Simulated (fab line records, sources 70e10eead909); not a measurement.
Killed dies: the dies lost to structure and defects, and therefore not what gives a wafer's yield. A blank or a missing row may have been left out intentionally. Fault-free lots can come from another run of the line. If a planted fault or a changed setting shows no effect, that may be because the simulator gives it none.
Which tool was responsible? :: flow nandHarc :: 13 lots with 39 wafers sampled at 5 steps, on a route of 1302 steps

## WHAT THE GAUGES SHOWED, per wafer
NHARC_A_M1_INSPECT_27.
lot: L828
measured: day 23 21:14
on: defectInspect-01
rawDefectCount: 556 601 454

lot: L829
measured: day 23 22:03
on: defectInspect-02
rawDefectCount: 530 622 488

lot: L833
measured: day 25 14:53
on: defectInspect-01
rawDefectCount: 505 544 476

lot: L832
measured: day 25 16:06
on: defectInspect-01
rawDefectCount: 685 505 774

lot: L834
measured: day 26 14:19
on: defectInspect-02
rawDefectCount: 745 748 757

lot: L836
measured: day 27 02:00
on: defectInspect-01
rawDefectCount: 670 663 476

lot: L835
measured: day 27 03:07
on: defectInspect-02
rawDefectCount: 425 476 451

lot: L840
measured: day 29 05:14
on: defectInspect-01
rawDefectCount: 359 491 443

lot: L843
measured: day 30 01:28
on: defectInspect-01
rawDefectCount: 425 331 386

lot: L842
measured: day 30 02:15
on: defectInspect-02
rawDefectCount: 442 686 452

lot: L844
measured: day 30 08:55
on: defectInspect-01
rawDefectCount: 495 567 754

lot: L848
measured: day 32 14:56
on: defectInspect-01
rawDefectCount: 383 455 537

lot: L849
measured: day 33 06:40
on: defectInspect-01
rawDefectCount: 493 483 434

NHARC_END_SORT_01.
lot: L836
measured: day 28 11:56
on: prober-01
defectLimitedYield (%): 88.3 90.8 91.4
killedAtArray: 76 61 56
killedAtOther: 0 0 0
killedAtPeriphery: 3 1 2
killedDies: 79 62 58
killedOpen: 2 0 3
killedShort: 0 5 0

lot: L835
measured: day 28 11:05
on: prober-02
defectLimitedYield (%): 89.4 87.9 88.9
killedAtArray: 71 81 73
killedAtOther: 1 0 1
killedAtPeriphery: 0 1 1
killedDies: 72 82 75
killedOpen: 4 1 3
killedShort: 2 4 2

lot: L842
measured: day 31 09:37
on: prober-01
defectLimitedYield (%): 89.5 91.0 88.3
killedAtArray: 68 56 74
killedAtOther: 3 2 2
killedAtPeriphery: 0 3 3
killedDies: 71 61 79
killedOpen: 3 3 3
killedShort: 5 4 3

## WHICH TOOL RAN EACH LOT (tool, then ch and the chambers of the sampled wafers, then the start)
lot: L828
NHARC_A_M1_STRIP_18: rieDiel-06 ch 0,2,3, day 23 19:01
NHARC_A_M1_PRE_CLEAN_30: pvdSputter-03, day 23 20:31 or earlier
NHARC_A_M1_ANNEAL_31: rtpAnneal-01 ch 0, day 23 20:31

lot: L829
NHARC_A_M1_STRIP_18: rieDiel-06 ch 0,1,3, day 23 19:52
NHARC_A_M1_PRE_CLEAN_30: pvdSputter-02, day 23 21:14 or earlier
NHARC_A_M1_ANNEAL_31: rtpAnneal-02 ch 0, day 23 21:14

lot: L833
NHARC_A_M1_STRIP_18: rieDiel-06 ch 1,3, day 25 12:42
NHARC_A_M1_PRE_CLEAN_30: pvdSputter-02, day 25 14:08 or earlier
NHARC_A_M1_ANNEAL_31: rtpAnneal-02 ch 0, day 25 14:08

lot: L832
NHARC_A_M1_STRIP_18: rieDiel-04 ch 1,2,3, day 25 13:56
NHARC_A_M1_PRE_CLEAN_30: pvdSputter-03, day 25 15:22 or earlier
NHARC_A_M1_ANNEAL_31: rtpAnneal-01 ch 0, day 25 15:22

lot: L834
NHARC_A_M1_STRIP_18: rieDiel-06 ch 0,2,3, day 26 12:09
NHARC_A_M1_PRE_CLEAN_30: pvdSputter-01, day 26 13:30 or earlier
NHARC_A_M1_ANNEAL_31: rtpAnneal-02 ch 0, day 26 13:30

lot: L836
NHARC_A_M1_STRIP_18: rieDiel-06 ch 0,2,3, day 26 23:50
NHARC_A_M1_PRE_CLEAN_30: pvdSputter-01, day 27 01:14 or earlier
NHARC_A_M1_ANNEAL_31: rtpAnneal-02 ch 0, day 27 01:14

lot: L835
NHARC_A_M1_STRIP_18: rieDiel-06 ch 0,2, day 27 00:56
NHARC_A_M1_PRE_CLEAN_30: pvdSputter-02, day 27 02:17 or earlier
NHARC_A_M1_ANNEAL_31: rtpAnneal-01 ch 0, day 27 02:17

lot: L840
NHARC_A_M1_STRIP_18: rieDiel-04 ch 0,2,3, day 29 03:01
NHARC_A_M1_PRE_CLEAN_30: pvdSputter-01, day 29 04:31 or earlier
NHARC_A_M1_ANNEAL_31: rtpAnneal-01 ch 0, day 29 04:31

lot: L843
NHARC_A_M1_STRIP_18: rieDiel-08 ch 1,2,3, day 29 23:19
NHARC_A_M1_PRE_CLEAN_30: pvdSputter-01, day 30 00:42 or earlier
NHARC_A_M1_ANNEAL_31: rtpAnneal-02, day 30 00:42

lot: L842
NHARC_A_M1_STRIP_18: rieDiel-08 ch 0,2,3, day 30 00:07
NHARC_A_M1_PRE_CLEAN_30: pvdSputter-03, day 30 01:26 or earlier
NHARC_A_M1_ANNEAL_31: rtpAnneal-02, day 30 01:26

lot: L844
NHARC_A_M1_STRIP_18: rieDiel-06 ch 0,1,2, day 30 06:43
NHARC_A_M1_PRE_CLEAN_30: pvdSputter-01, day 30 08:06 or earlier
NHARC_A_M1_ANNEAL_31: rtpAnneal-01 ch 0, day 30 08:06

lot: L848
NHARC_A_M1_STRIP_18: rieDiel-04 ch 0,2, day 32 12:44
NHARC_A_M1_PRE_CLEAN_30: pvdSputter-03, day 32 14:11 or earlier
NHARC_A_M1_ANNEAL_31: rtpAnneal-01 ch 0, day 32 14:11

lot: L849
NHARC_A_M1_STRIP_18: rieDiel-04 ch 0,3, day 33 04:25
NHARC_A_M1_PRE_CLEAN_30: pvdSputter-03, day 33 06:00 or earlier
NHARC_A_M1_ANNEAL_31: rtpAnneal-01 ch 0, day 33 06:00
- NHARC_A_M1_STRIP_18: strips in N2/H2.
- NHARC_A_M1_PRE_CLEAN_30: time 30 s.
- NHARC_A_M1_ANNEAL_31: time 90 s.

## AS READ BY THE TOOLS THEMSELVES (means over the sampled wafers that have a number; for cases with no such wafer, the mark the record gives instead)
NHARC_A_M1_STRIP_18.
lot: L828
tool: rieDiel-06
drypumpMotorCurrentA (A): 5.6
oesProductAu (a.u.): 0.995
rfVppV (V): 90.4
showerheadPlenumPTorr (Torr): 1.99
throttleValvePct (%): 14.172

lot: L829
tool: rieDiel-06
drypumpMotorCurrentA (A): 5.8
oesProductAu (a.u.): 1.001
rfVppV (V): 89.8
showerheadPlenumPTorr (Torr): 1.94
throttleValvePct (%): 14.165

lot: L833
tool: rieDiel-06
drypumpMotorCurrentA (A): 6.0
oesProductAu (a.u.): 0.998
rfVppV (V): 89.9
showerheadPlenumPTorr (Torr): 1.90
throttleValvePct (%): 14.172

lot: L832
tool: rieDiel-04
drypumpMotorCurrentA (A): 5.6
oesProductAu (a.u.): 0.999
rfVppV (V): 91.4
showerheadPlenumPTorr (Torr): 2.07
throttleValvePct (%): 14.176

lot: L834
tool: rieDiel-06
drypumpMotorCurrentA (A): 5.6
oesProductAu (a.u.): 1.011
rfVppV (V): 90.7
showerheadPlenumPTorr (Torr): 1.99
throttleValvePct (%): 14.163

lot: L836
tool: rieDiel-06
drypumpMotorCurrentA (A): 5.6
oesProductAu (a.u.): 1.005
rfVppV (V): 90.2
showerheadPlenumPTorr (Torr): 1.99
throttleValvePct (%): 14.177

lot: L835
tool: rieDiel-06
drypumpMotorCurrentA (A): 5.7
oesProductAu (a.u.): 1.013
rfVppV (V): 90.2
showerheadPlenumPTorr (Torr): 2.06
throttleValvePct (%): 14.176

lot: L840
tool: rieDiel-04
drypumpMotorCurrentA (A): 5.4
oesProductAu (a.u.): 1.004
rfVppV (V): 92.1
showerheadPlenumPTorr (Torr): 2.07
throttleValvePct (%): 14.174

lot: L843
tool: rieDiel-08
drypumpMotorCurrentA (A): 5.8
oesProductAu (a.u.): 0.995
rfVppV (V): 89.8
showerheadPlenumPTorr (Torr): 2.00
throttleValvePct (%): 14.167

lot: L842
tool: rieDiel-08
drypumpMotorCurrentA (A): 5.6
oesProductAu (a.u.): 0.999
rfVppV (V): 90.3
showerheadPlenumPTorr (Torr): 1.98
throttleValvePct (%): 14.172

lot: L844
tool: rieDiel-06
drypumpMotorCurrentA (A): 5.9
oesProductAu (a.u.): 0.997
rfVppV (V): 90.4
showerheadPlenumPTorr (Torr): 2.00
throttleValvePct (%): 14.174

lot: L848
tool: rieDiel-04
drypumpMotorCurrentA (A): 5.6
oesProductAu (a.u.): 1.005
rfVppV (V): 92.0
showerheadPlenumPTorr (Torr): 2.08
throttleValvePct (%): 14.169

lot: L849
tool: rieDiel-04
drypumpMotorCurrentA (A): 5.2
oesProductAu (a.u.): 1.014
rfVppV (V): 90.7
showerheadPlenumPTorr (Torr): 2.07
throttleValvePct (%): 14.166

NHARC_A_M1_PRE_CLEAN_30.
lot: L828
tool: pvdSputter-03
heaterPowerW (W): 390

lot: L829
tool: pvdSputter-02
heaterPowerW (W): 434

lot: L833
tool: pvdSputter-02
heaterPowerW (W): 453

lot: L832
tool: pvdSputter-03
heaterPowerW (W): 387

lot: L834
tool: pvdSputter-01
heaterPowerW (W): 392

lot: L836
tool: pvdSputter-01
heaterPowerW (W): 430

lot: L835
tool: pvdSputter-02
heaterPowerW (W): 413

lot: L840
tool: pvdSputter-01
heaterPowerW (W): 408

lot: L843
tool: pvdSputter-01
heaterPowerW (W): 393

lot: L842
tool: pvdSputter-03
heaterPowerW (W): 371

lot: L844
tool: pvdSputter-01
heaterPowerW (W): 428

lot: L848
tool: pvdSputter-03
heaterPowerW (W): 379

lot: L849
tool: pvdSputter-03
heaterPowerW (W): 405

NHARC_A_M1_ANNEAL_31.
lot: L828
tool: rtpAnneal-01
annealTempC (C): 224.81
annealTempCMax: 226.0
wafer_temp_C_max: 226.7

lot: L829
tool: rtpAnneal-02
annealTempC (C): 225.11
annealTempCMax: 225.9
wafer_temp_C_max: 226.2

lot: L833
tool: rtpAnneal-02
annealTempC (C): 225.09
annealTempCMax: 226.0
wafer_temp_C_max: 225.9

lot: L832
tool: rtpAnneal-01
annealTempC (C): 224.98
annealTempCMax: 226.2
wafer_temp_C_max: 226.4

lot: L834
tool: rtpAnneal-02
annealTempC (C): 225.19
annealTempCMax: 226.0
wafer_temp_C_max: 226.0

lot: L836
tool: rtpAnneal-02
annealTempC (C): 224.96
annealTempCMax: 226.0
wafer_temp_C_max: 226.3

lot: L835
tool: rtpAnneal-01
annealTempC (C): 224.92
annealTempCMax: 226.2
wafer_temp_C_max: 226.7

lot: L840
tool: rtpAnneal-01
annealTempC (C): 224.74
annealTempCMax: 226.2
wafer_temp_C_max: 226.5

lot: L843
tool: rtpAnneal-02
annealTempC (C): -
annealTempCMax: -
wafer_temp_C_max: -

lot: L842
tool: rtpAnneal-02
annealTempC (C): -
annealTempCMax: -
wafer_temp_C_max: -

lot: L844
tool: rtpAnneal-01
annealTempC (C): 225.17
annealTempCMax: 226.5
wafer_temp_C_max: 227.2

lot: L848
tool: rtpAnneal-01
annealTempC (C): 225.09
annealTempCMax: 226.1
wafer_temp_C_max: 226.6

lot: L849
tool: rtpAnneal-01
annealTempC (C): 224.75
annealTempCMax: 225.8
wafer_temp_C_max: 226.5

## THE ANSWER, worked out from the rows above alone
Rule: usual is defined by the lots themselves. Put in order of their means at a reading, lots are off if they are a third of the lots or fewer, leave a main group of 4 or more, and stand apart from it by a gap of 3 or more times the standard deviation of the main group's means; of several such gaps the widest counts. A main group whose means are all the same, to the digits that the tables above print for the reading, isn't used. A lot without any number at a reading at which 4 lots or more have one is off too. The other lots that the step has rows for count as sound. After the gauges, taken in route order, come the tools' own readings; for these a lot's mean is taken, as printed above. The first step at which some lot is off is used, and at that step the reading that is off furthest; a lot without a number counts as furthest.
Off: L843, L842, at NHARC_A_M1_ANNEAL_31 (annealTempC). Without a number there: L843, L842. Mean 224.98 C and standard deviation 0.16 in the main group.
A tool fits if, at that step or a process step before it, it ran every lot that is off, and no sound lot after the first of them. With no start given for some of its lots, NHARC_A_M1_PRE_CLEAN_30 uses the hours and lot order of NHARC_A_M1_ANNEAL_31. Can't be told from this: 2 tools fit, rieDiel-08 at NHARC_A_M1_STRIP_18, rtpAnneal-02 at NHARC_A_M1_ANNEAL_31.

## WHAT HAD BEEN PUT IN BY THE SIMULATOR
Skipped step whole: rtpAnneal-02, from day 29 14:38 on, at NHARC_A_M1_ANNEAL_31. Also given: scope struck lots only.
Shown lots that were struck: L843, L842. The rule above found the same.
